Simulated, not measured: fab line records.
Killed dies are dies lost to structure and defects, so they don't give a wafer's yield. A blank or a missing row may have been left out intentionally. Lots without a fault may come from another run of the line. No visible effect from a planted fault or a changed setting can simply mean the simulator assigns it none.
fab line records	flow nand_harc
record: lots: 12	wafers: 36	last_day: 24
route steps=1159 shown A_STAIRCASE@615 END@1159
lots that met no fault: taken from a fault-free run of the same line
start_h: start of the lot's first displayed wafer, in hours after the record's first day	wait_h: time in hours since the lot's previous step	" unchanged from the row above	L1.1+2: several wafers, shown together as one row	- no value present, or no start provided	* or withheld: withheld	< > ~ a bound
route shown NAME@n: NAME is a module with steps in the file, n the number in the route of the first one	usual: mean/standard deviation taken from wafers without a fault	same: alike in all rows	chamber/n: place in a boat	sites: each site's reading	_std_site: how widely they spread, as a standard deviation	_edge_site: outer sites' mean less inner sites'	radius_mm: for every site, how far away it sits from the centre of the wafer	mask NAME#n: copy n	behind: tool/chamber where the wafer was last shaped	hold: what put the lot on hold/how long, in hours/how the hold closed	device: which transistor (n, p or np) failed to switch	end of line: tests run on the same wafers once the route is complete	for a step that has no rows: nothing shown but its recipe	killed: the dies lost at the first sort to structure and to defects; this is not the yield of the wafer	map: shows each die of a wafer: x if killed, . if not, _ if none is there
set.NAME: the setting that was run; set.NAME@STEP: the one run at that earlier step	model.NAME: the simulator's own value behind a step, which no gauge read
the route's steps for a sample of lots (tables are steps, rows are wafers)
services: a tool's chamber out of use, with start hour (start_h, from the record's first day; less than 0 if before it), hours out, and reason
== steps ==
step: NHARC_A_STAIRCASE_ETCH_221
recipe: target_depth_a: 1000	time_s: 40.5	ion_energy_ev: 400	c4f8_flow_sccm: 20	o2_flow_sccm: 10	ar_flow_sccm: withheld	rf_w: 600	bias_w: 1000	chemistry: C4F8/O2
usual: bias_w: 999.9/2.8	chamber_pressure_mTorr: 24.999/0.022	oes_product_au: 0.933/0.011	rf_vpp_V: 898/4.9
lot.wafer	tool	chamber	start_h	wait_h	bias_w	chamber_pressure_mTorr	oes_product_au	rf_hours_counter_h	rf_vpp_V
L297.1	rie_diel-05	3	-	-	993.7	25.002	0.949	24	899
L297.6	"	0	"	"	1000.8	25.010	0.934	-	905
L297.5	"	1	"	"	993.6	24.996	0.942	-	902
L301.1	rie_diel-08	1	-	-	998.8	25.000	0.906	48	899
L301.2	"	0	"	"	1003.2	24.996	0.918	46	901
L301.6	"	2	"	"	1005.1	25.005	0.914	-	890
L302.3	rie_diel-13	0	-	-	996.8	24.971	0.918	68	885
L302.2	"	1	"	"	1000.9	24.989	0.917	68	893
L302.1	"	2	"	"	1000.3	25.011	0.929	65	897
L303.2	rie_diel-05	1	-	-	1002.9	24.997	0.929	39	902
L303.6	"	1	"	"	1003.1	25.030	0.928	-	902
L303.5	"	2	"	"	1001.0	25.035	0.935	-	898
L306.4	rie_diel-13	1	-	-	997.9	24.993	0.962	6	893
L306.6	"	2	"	"	999.0	25.004	0.944	-	897
L306.5	"	3	"	"	1003.0	25.016	0.945	-	899
L307.4	rie_diel-05	2	-	-	992.0	24.976	0.921	49	896
L307.1	"	0	"	"	998.9	24.972	0.925	47	903
L307.6	"	2	"	"	999.5	24.979	0.923	-	896
L308.4	rie_diel-08	2	-	-	1002.3	25.023	0.946	2	890
L308.2	"	1	"	"	1000.6	25.056	0.948	3	899
L308.6	"	3	"	"	995.9	24.960	0.946	-	893
L310.1	rie_diel-13	1	-	-	995.4	25.002	0.923	20	893
L310.4	"	2	"	"	997.9	25.005	0.920	17	896
L310.6	"	0	"	"	996.4	25.014	0.928	-	906
L314.3	rie_diel-08	2	-	-	997.1	25.009	0.927	12	891
L314.1	"	0	"	"	1002.6	24.976	0.937	11	901
L314.6	"	2	"	"	1001.5	25.018	0.933	-	889
L311.3	rie_diel-13	0	-	-	999.0	25.019	0.932	22	905
L311.4	"	1	"	"	999.1	25.013	0.929	23	893
L311.5	"	2	"	"	998.6	24.974	0.940	-	899
L317.2	rie_diel-05	3	-	-	1000.4	24.966	0.932	6	897
L317.3	"	0	"	"	997.0	24.978	0.942	6	903
L317.6	"	3	"	"	998.1	24.953	0.931	-	897
L320.3	rie_diel-05	0	-	-	1001.5	24.994	0.919	10	902
L320.6	"	1	"	"	997.2	24.995	0.926	-	901
L320.5	"	2	"	"	1001.5	25.051	0.924	-	896
step: NHARC_A_STAIRCASE_TRIM_226
recipe: time_s: 211.2	o2_flow_sccm: 500	ar_flow_sccm: 0	bias_w: 0	chemistry: O2
usual: chamber_pressure_mTorr: 60.01/0.05	drypump_motor_current_A: 5.9/0.31	oes_product_au: 0.998/0.0072	rf_vpp_V: 57.9/0.84	showerhead_plenum_p_Torr: 3.59/0.13	throttle_valve_pct: 17.037/0.0095
same: bias_w: 0
lot.wafer	tool	chamber	start_h	wait_h	chamber_pressure_mTorr	drypump_motor_current_A	oes_product_au	rf_hours_counter_h	rf_vpp_V	showerhead_plenum_p_Torr	throttle_valve_pct
L297.1	rie_diel-05	3	-	-	60.04	6.3	0.999	25	57.2	3.57	17.036
L297.6	"	0	"	"	60.02	6.1	1.006	-	59.9	3.75	17.032
L297.5	"	1	"	"	59.96	5.9	1.010	-	57.0	3.72	17.045
L301.2	rie_diel-08	0	-	-	60.05	6.0	1.012	47	57.0	3.68	17.065
L301.1	"	1	"	"	59.97	5.2	0.999	48	58.3	3.62	17.028
L301.6	"	0	"	"	60.00	6.0	1.002	-	58.6	3.68	17.032
L302.2	rie_diel-13	2	-	-	59.98	5.8	0.998	66	58.4	3.56	17.023
L302.3	"	3	"	"	60.00	6.4	1.000	30	57.0	3.66	17.046
L302.1	"	0	"	"	60.01	5.9	0.996	69	56.9	3.28	17.045
L303.2	rie_diel-05	0	-	-	60.00	6.1	0.998	42	59.0	3.74	17.037
L303.5	"	2	"	"	60.04	5.6	0.998	-	59.0	3.54	17.021
L303.6	"	3	"	"	59.95	6.2	0.997	-	58.9	3.56	17.038
L306.4	rie_diel-13	0	-	-	59.96	5.9	1.000	6	58.4	3.80	17.027
L306.6	"	3	"	"	60.07	6.4	0.995	-	56.9	3.65	17.042
L306.5	"	0	"	"	59.99	5.8	1.003	-	58.2	3.80	17.017
L307.1	rie_diel-05	2	-	-	59.95	5.6	1.007	52	58.3	3.54	17.030
L307.4	"	3	"	"	60.01	6.3	0.989	51	58.9	3.56	17.047
L307.6	"	1	"	"	59.94	5.9	1.003	-	58.9	3.70	17.040
L308.2	rie_diel-08	0	-	-	60.05	6.0	1.002	3	57.4	3.67	17.033
L308.4	"	3	"	"	60.03	5.7	1.006	3	58.6	3.43	17.023
L308.6	"	1	"	"	60.02	5.2	0.992	-	57.5	3.61	17.034
L310.4	rie_diel-13	2	-	-	59.89	5.8	1.004	17	59.5	3.55	17.024
L310.1	"	0	"	"	60.08	5.9	0.997	20	58.1	3.80	17.031
L310.6	"	3	"	"	60.04	6.4	1.007	-	57.9	3.64	17.063
L314.3	rie_diel-08	0	-	-	59.91	6.0	1.005	11	57.8	3.66	17.013
L314.1	"	2	"	"	60.08	5.6	0.990	12	56.0	3.36	17.051
L314.6	"	0	"	"	60.00	6.0	1.003	-	57.1	3.66	17.037
L311.4	rie_diel-13	3	-	-	60.00	6.4	0.994	23	58.1	3.64	17.045
L311.3	"	2	"	"	60.01	5.8	1.008	20	57.0	3.55	17.032
L311.5	"	3	"	"	60.07	6.3	0.998	-	58.6	3.64	17.036
L317.3	rie_diel-05	2	-	-	60.01	5.6	1.005	5	58.0	3.53	17.035
L317.2	"	3	"	"	59.95	6.2	0.981	6	56.7	3.55	17.037
L317.6	"	1	"	"	60.12	5.9	1.003	-	56.9	3.69	17.027
L320.3	rie_diel-05	2	-	-	59.98	5.6	0.999	9	57.6	3.52	17.048
L320.6	"	2	"	"	60.09	5.6	1.011	-	58.8	3.53	17.029
L320.5	"	3	"	"	60.04	6.2	0.980	-	58.0	3.55	17.024
step: NHARC_A_STAIRCASE_TRIM_229
recipe: time_s: 211.2	o2_flow_sccm: 500	ar_flow_sccm: 0	bias_w: 0	chemistry: O2
usual: chamber_pressure_mTorr: 60.00/0.05	drypump_motor_current_A: 5.8/0.34	oes_product_au: 0.998/0.0072	rf_vpp_V: 57.9/0.96	showerhead_plenum_p_Torr: 3.56/0.13	throttle_valve_pct: 17.036/0.0091
same: bias_w: 0
lot.wafer	tool	chamber	start_h	wait_h	chamber_pressure_mTorr	drypump_motor_current_A	oes_product_au	rf_hours_counter_h	rf_vpp_V	showerhead_plenum_p_Torr	throttle_valve_pct
L297.1	rie_diel-05	2	237.37	0.1	60.06	5.7	1.008	24	58.0	3.55	17.038
L297.6	"	2	"	"	60.04	5.6	1.016	-	58.3	3.55	17.024
L297.5	"	3	"	"	59.97	6.3	1.002	-	58.1	3.57	17.042
L301.1	rie_diel-08	0	265.78	0.1	60.03	6.0	1.005	47	57.8	3.68	17.032
L301.2	"	1	"	"	59.96	5.2	0.998	48	56.7	3.62	17.035
L301.6	"	1	"	"	59.99	5.2	0.992	-	56.4	3.62	17.038
L302.3	rie_diel-08	0	270.33	0.2	60.02	6.0	1.000	50	58.3	3.68	17.037
L302.2	"	2	"	"	59.95	5.6	1.002	41	56.6	3.37	17.039
L302.1	"	3	"	"	59.92	5.7	1.009	48	58.3	3.44	17.028
L303.2	rie_diel-05	3	293.63	0.1	59.94	6.3	0.997	44	59.2	3.56	17.031
L303.6	"	3	"	"	60.00	6.3	0.994	-	58.6	3.56	17.037
L303.5	"	0	"	"	60.08	6.1	1.008	-	57.3	3.74	17.044
L306.4	rie_diel-05	0	300.53	0.1	59.93	6.1	0.996	44	57.6	3.74	17.045
L306.6	"	0	"	"	59.93	6.1	0.993	-	59.2	3.74	17.033
L306.5	"	1	"	"	59.93	5.9	0.994	-	60.7	3.70	17.028
L307.4	rie_diel-05	0	312.52	0.1	60.02	6.1	1.012	49	59.1	3.74	17.042
L307.1	"	2	"	"	60.07	5.6	1.008	52	57.1	3.54	17.029
L307.6	"	3	"	"	60.01	6.3	0.991	-	57.3	3.56	17.029
L308.2	rie_diel-08	3	319.84	0.1	60.08	5.7	0.998	3	57.4	3.43	17.017
L308.4	"	0	"	"	60.00	6.0	1.001	3	58.7	3.67	17.041
L308.6	"	1	"	"	59.99	5.2	0.990	-	58.4	3.61	17.044
L310.4	rie_diel-08	0	336.69	0.1	60.05	6.0	0.998	9	59.2	3.66	17.026
L310.1	"	1	"	"	59.98	5.2	0.992	9	57.9	3.61	17.053
L310.6	"	0	"	"	60.03	6.0	0.997	-	57.3	3.66	17.028
L314.1	rie_diel-08	3	342.97	0.1	60.11	5.7	0.993	11	58.4	3.43	17.031
L314.3	"	1	"	"	60.00	5.2	0.987	11	58.9	3.61	17.040
L314.6	"	0	"	"	60.05	6.0	1.007	-	58.9	3.66	17.041
L311.4	rie_diel-08	3	343.33	0.1	59.95	5.7	1.008	11	56.3	3.43	17.044
L311.3	"	0	"	"	59.88	6.0	1.004	11	58.0	3.66	17.016
L311.5	"	0	"	"	60.04	6.0	1.002	-	58.2	3.66	17.038
L317.2	rie_diel-08	0	363.57	0.1	59.94	6.0	0.996	22	58.0	3.66	17.023
L317.3	"	1	"	"	60.05	5.2	0.994	21	58.9	3.60	17.034
L317.6	"	1	"	"	59.99	5.2	1.000	-	58.2	3.60	17.035
L320.3	rie_diel-13	0	376.93	0.1	60.06	5.9	0.989	39	58.1	3.79	17.047
L320.5	"	1	"	"	60.01	6.2	1.003	-	57.9	3.42	17.040
L320.6	"	2	"	"	60.04	5.8	0.993	-	59.0	3.54	17.028
step: NHARC_A_STAIRCASE_ETCH_236
recipe: target_depth_a: 1000	time_s: 40.5	ion_energy_ev: 400	c4f8_flow_sccm: 20	o2_flow_sccm: 10	ar_flow_sccm: withheld	rf_w: 600	bias_w: 1000	chemistry: C4F8/O2
usual: bias_w: 1000.3/2.9	chamber_pressure_mTorr: 25.002/0.023	oes_product_au: 0.941/0.0084	rf_vpp_V: 897/4.7
lot.wafer	tool	chamber	start_h	wait_h	bias_w	chamber_pressure_mTorr	oes_product_au	rf_hours_counter_h	rf_vpp_V
L297.1	rie_diel-05	0	238.26	-	997.2	25.017	0.944	24	904
L297.6	"	0	"	"	996.8	25.001	0.942	-	904
L297.5	"	1	"	"	999.9	25.009	0.944	-	903
L301.2	rie_diel-08	0	266.67	-	1000.8	24.997	0.942	47	903
L301.1	"	3	"	"	1004.6	25.035	0.945	47	892
L301.6	"	1	"	"	996.2	25.023	0.940	-	899
L302.2	rie_diel-08	1	271.31	-	999.1	24.990	0.939	51	898
L302.1	"	2	"	"	1002.2	24.984	0.952	42	890
L302.3	"	3	"	"	995.0	25.012	0.945	49	894
L303.2	rie_diel-05	2	294.53	-	1003.3	25.046	0.935	44	896
L303.6	"	0	"	"	999.4	25.058	0.947	-	902
L303.5	"	1	"	"	1003.8	25.031	0.939	-	901
L306.4	rie_diel-05	0	301.43	-	998.8	24.997	0.944	44	904
L306.5	"	2	"	"	997.7	25.029	0.939	-	896
L306.6	"	3	"	"	999.5	25.014	0.954	-	897
L307.4	rie_diel-05	2	313.44	-	998.5	24.982	0.950	52	896
L307.1	"	0	"	"	1005.3	24.984	0.948	50	904
L307.6	"	3	"	"	998.9	24.961	0.936	-	897
L308.2	rie_diel-08	1	322.27	-	998.8	25.014	0.930	5	899
L308.6	"	3	"	"	998.1	25.009	0.926	-	891
L308.4	"	1	"	"	996.9	24.984	0.925	-	899
L310.1	rie_diel-08	1	337.82	-	1001.7	24.994	0.928	9	897
L310.4	"	2	"	"	1003.9	24.964	0.938	10	889
L310.6	"	1	"	"	996.6	24.983	0.941	-	898
L314.3	rie_diel-08	1	344.01	-	1002.9	25.014	0.940	12	899
L314.1	"	2	"	"	1001.8	24.985	0.942	13	888
L314.6	"	0	"	"	999.9	25.027	1.148	-	900
L311.4	rie_diel-08	2	344.31	-	1000.3	24.982	0.945	13	888
L311.3	"	3	"	"	995.2	25.029	0.939	12	893
L311.5	"	0	"	"	1002.2	25.062	1.158	-	900
L317.2	rie_diel-08	0	364.45	-	999.4	25.007	1.151	22	900
L317.3	"	1	"	"	1001.3	25.009	0.935	21	898
L317.6	"	0	"	"	996.5	25.004	1.149	-	900
L320.3	rie_diel-13	2	377.81	-	1004.2	25.015	0.955	35	896
L320.6	"	1	"	"	998.4	25.017	0.929	-	892
L320.5	"	2	"	"	1002.2	25.008	0.931	-	897
step: NHARC_END_SORT_01
recipe: temp_c: 25
usual: killed_at_array: 31/12	killed_at_other: 0.6/0.85	killed_at_periphery: 3.0/2.3	killed_dies: 35/12	killed_open: 3.2/1.9	killed_short: 1.8/1.4
same: gross_dies: 677
lot.wafer	tool	chamber	start_h	wait_h	killed_at_array	killed_at_other	killed_at_periphery	killed_dies	killed_open	killed_short
L314.1	prober-02	0	533.78	2.5	35	1	4	40	4	2
L314.3	prober-02	0	535.35	3.0	42	0	2	44	1	2
L314.6	prober-02	0	537.71	3.9	672	1	4	677	2	2
L311.3	prober-01	0	543.23	3.1	32	0	1	33	5	1
L311.4	prober-01	0	544.03	3.4	32	0	0	32	2	0
L311.5	prober-01	0	544.83	3.7	675	0	2	677	3	1
L317.3	prober-01	0	553.15	3.1	36	0	3	39	4	0
killed by level:class
L314.1 A_CHANNEL_HOLE_D1:chamber_film_flake=19 A_CONTACT:chamber_film_flake=4 A_BLC:chamber_film_flake=3 A_SLIT:chamber_film_flake=3 P_BONDPAD:chamber_film_flake=2 P_M0:geometric_particle:open=1 A_ONON_D1:geometric_particle:open=1 A_CHANNEL_HOLE_D1:geometric_particle:open=1
L314.3 A_CHANNEL_HOLE_D1:chamber_film_flake=29 A_BLC:chamber_film_flake=5 A_SLIT:chamber_film_flake=3 A_ZERO_WELL:chamber_film_flake=2 P_M0:geometric_particle:short=1 A_CHANNEL_FILL_D1:geometric_particle:short=1 A_M1:geometric_particle:open=1 P_ZERO_WELL:chamber_film_flake=1
L314.6 A_STAIRCASE:area_etch=634 A_CHANNEL_HOLE_D1:chamber_film_flake=23 A_SLIT:chamber_film_flake=4 A_BLC:chamber_film_flake=3 P_BONDPAD:chamber_film_flake=2 A_STAIRCASE:chamber_film_flake=2 A_CONTACT:chamber_film_flake=2 A_SOURCE_PLATE:geometric_particle:short=1
L311.3 A_CHANNEL_HOLE_D1:chamber_film_flake=22 A_CONTACT:geometric_particle:open=2 A_WL_FILL:chamber_film_flake=2 A_CONTACT:chamber_film_flake=2 P_CONTACT:geometric_particle:short=1 A_ONON_D1:geometric_particle:open=1 A_WL_FILL:geometric_particle:open=1 A_M1:geometric_particle:open=1
L311.4 A_CHANNEL_HOLE_D1:chamber_film_flake=25 A_WL_FILL:chamber_film_flake=2 A_ONON_D1:geometric_particle:open=1 A_CONTACT:geometric_particle:open=1 A_ZERO_WELL:chamber_film_flake=1 A_STAIRCASE:chamber_film_flake=1 A_CONTACT:chamber_film_flake=1
L311.5 A_STAIRCASE:area_etch=643 A_CHANNEL_HOLE_D1:chamber_film_flake=22 A_STAIRCASE:chamber_film_flake=3 P_CONTACT:geometric_particle:open=1 A_CHANNEL_HOLE_D1:geometric_particle:open=1 A_CONTACT:geometric_particle:short=1 A_M0:geometric_particle:open=1 P_GATE:chamber_film_flake=1
L317.3 A_SLIT:chamber_film_flake=18 A_CHANNEL_HOLE_D1:chamber_film_flake=7 A_CONTACT:chamber_film_flake=6 P_CONTACT:geometric_particle:open=2 A_STAIRCASE:chamber_film_flake=2 A_ONON_D1:geometric_particle:open=1 A_CONTACT:geometric_particle:open=1 P_STI:chamber_film_flake=1
== services ==
tool	chamber	start_h	hours	kind
rie_diel-13	1	219.31	4.5	repair
rie_diel-08	-	219.92	0.8	repair
rie_diel-08	0	232.13	-	clean
rie_diel-08	1	232.13	-	clean
rie_diel-08	2	232.13	-	clean
rie_diel-08	3	232.13	-	clean
rie_diel-08	0	256.63	-	clean
rie_diel-08	1	256.63	-	clean
rie_diel-08	2	256.63	-	clean
rie_diel-08	3	256.63	-	clean
rie_diel-13	3	261.93	3.9	repair
rie_diel-05	1	263.63	6.6	repair
rie_diel-13	-	276.14	9.0	pm
rie_diel-08	0	281.61	-	clean
rie_diel-08	1	281.61	-	clean
rie_diel-08	2	281.61	-	clean
rie_diel-08	3	281.61	-	clean
rie_diel-08	0	302.18	9.0	vent_cycle
rie_diel-08	1	302.18	9.0	vent_cycle
rie_diel-08	2	302.18	9.0	vent_cycle
rie_diel-08	0	311.18	-	clean
rie_diel-08	3	325.44	4.3	repair
rie_diel-05	-	341.54	9.0	pm
rie_diel-05	2	373.55	2.0	repair
== key ==
first_sign: step: NHARC_A_STAIRCASE_ETCH_236	reading: oes_product_au	direction: up	sigmas: 25	usual: 0.941	struck: 1.152
effect: step: NHARC_END_SORT_01	reading: killed_dies	direction: up	sigmas: 56	usual: 35	struck: 677
more_kills_born_at: NHARC_A_STAIRCASE_ETCH_236@rie_diel-08: 1277
met_at NHARC_A_STAIRCASE_ETCH_236
struck_lots L311,L314,L317
struck_wafers L311.5,L314.6,L317.2,L317.6
rows_end L317.2,L317.6
later_rows_left_out L311.5,L314.6
tester_left_out L311,L314
not_acting_at NHARC_A_STAIRCASE_ETCH_221,NHARC_A_STAIRCASE_TRIM_226,NHARC_A_STAIRCASE_TRIM_229
onset_between 266.67 344.01
fault: kind: process_parameter_drift	tool: rie_diel-08	chamber: 0	onset_h: 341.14	steps: NHARC_A_STAIRCASE_ETCH_236	channel: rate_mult	offset: 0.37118	shape: step	end_h: 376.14
tester_left_out: of these lots the tester's yield and bins aren't shown, on N5 and GAA mostly nor the transistor test; their killed dies are dies lost to structure and defects alone, not to doping, threshold or leakage, so they don't give the yield
later_rows_left_out: the simulator's readings of these wafers behind a module that went badly wrong aren't trusted and aren't shown, but for the sort
rows_end: these wafers met a further fault down the route, and their rows from its step on are left out
